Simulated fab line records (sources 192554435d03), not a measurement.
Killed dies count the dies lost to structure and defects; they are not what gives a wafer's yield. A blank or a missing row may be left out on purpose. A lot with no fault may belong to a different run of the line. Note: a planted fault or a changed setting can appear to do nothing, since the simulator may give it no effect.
What tool caused it? | flow n5Finfet | Sampling: 11 lots, 33 wafers, 4 of 1938 route steps

WHAT EACH GAUGE READ, for each wafer
N5_MOL_CONTACT_COAG_OVL_MEAS_41.
lot  | measured     | on         | VD_OVL (nm)
L075 | day 5 19:05  | overlay-01 | 1.2 1.3 1.1
L078 | day 6 04:08  | overlay-01 | -0.8 -0.3 -1.3
L081 | day 7 03:23  | overlay-01 | 0.3 0.6 -0.9
L083 | day 7 09:17  | overlay-02 | -0.1 -1.6 -0.1
L085 | day 8 01:16  | overlay-02 | -0.6 -0.5 -0.7
L087 | day 8 13:24  | overlay-02 | -1.4 -1.8 -1.0
L089 | day 9 03:24  | overlay-02 | -1.3 -0.4 -0.5
L091 | day 9 15:32  | overlay-02 | -0.3 -1.7 -0.7
L093 | day 9 22:10  | overlay-02 | 0.7 1.3 -0.4
L095 | day 10 09:07 | overlay-01 | -0.5 0.2 0.4
L097 | day 11 02:09 | overlay-02 | -0.3 -0.6 -1.0

WHAT TOOL EACH LOT RAN ON (gives the tool, then ch and the chambers of the sampled wafers, and finally the start)
lot  | N5_GATE_CUT_ETCH_19              | N5_MOL_CONTACT_COAG_PRE_CLEAN_142 | N5_MOL_CONTACT_COAG_ETCH_89
L075 | rieDiel-06 ch 2,3, day 4 22:37   | pvdSputter-01, day 5 10:40        | rieDiel-05 ch 0,1,2, day 5 16:53
L078 | rieDiel-06 ch 2,3, day 5 14:05   | pvdSputter-02, day 5 22:58        | rieDiel-04 ch 0,2,3, day 6 02:58
L081 | rieDiel-03 ch 1,2,3, day 6 13:23 | pvdSputter-01, day 6 21:49        | rieDiel-04 ch 0,1,3, day 7 02:15
L083 | rieDiel-02 ch 0,1, day 6 19:00   | pvdSputter-01, day 7 03:46        | rieDiel-01 ch 0,2,3, day 7 07:56
L085 | rieDiel-06 ch 1,3, day 7 07:13   | pvdSputter-02, day 7 19:20        | rieDiel-01 ch 2,3, day 7 23:53
L087 | rieDiel-06 ch 0,2,3, day 7 21:02 | pvdSputter-03, day 8 07:25        | rieDiel-05 ch 0,2,3, day 8 11:54
L089 | rieDiel-03 ch 1,2,3, day 8 10:20 | pvdSputter-02, day 8 18:08        | rieDiel-05 ch 1,2,3, day 9 01:58
L091 | rieDiel-02 ch 1,2,3, day 8 22:25 | pvdSputter-01, day 9 09:08        | rieDiel-04 ch 0,3, day 9 13:53
L093 | rieDiel-06 ch 2,3, day 9 09:23   | pvdSputter-03, day 9 16:43        | rieDiel-04 ch 0,1,3, day 9 21:02
L095 | rieDiel-02 ch 1,2,3, day 9 19:19 | pvdSputter-01, day 10 03:50       | rieDiel-05 ch 0,2, day 10 07:56
L097 | rieDiel-02 ch 1,3, day 10 11:23  | pvdSputter-03, day 10 20:39       | rieDiel-04 ch 1,3, day 11 00:55
- N5_GATE_CUT_ETCH_19: etches SiNx in CH3F/O2, target depth 53.7 nm, time 76.7 s.
- N5_MOL_CONTACT_COAG_PRE_CLEAN_142: time 60 s.
- N5_MOL_CONTACT_COAG_ETCH_89: etches underlayer in N2/H2, target depth 13 nm, time 10.4 s.

THE ANSWER, worked out from the rows above alone
Rule: the usual values come from the lots themselves. Put in order of their means at a reading, lots are off if they are a third of the lots or fewer, leave a main group of 4 or more, and stand apart from it by a gap of 3 or more times the standard deviation of the main group's means; of several such gaps the widest counts. If all means in a main group match to the digits the tables above print for the reading, that group is not used. A lot without any number at a reading at which 4 lots or more have one is off too. The other lots that the step has rows for count as sound.
No lot is off on any of the readings shown, so nothing can be concluded from this.

WHAT THE SIMULATOR HAD INSERTED
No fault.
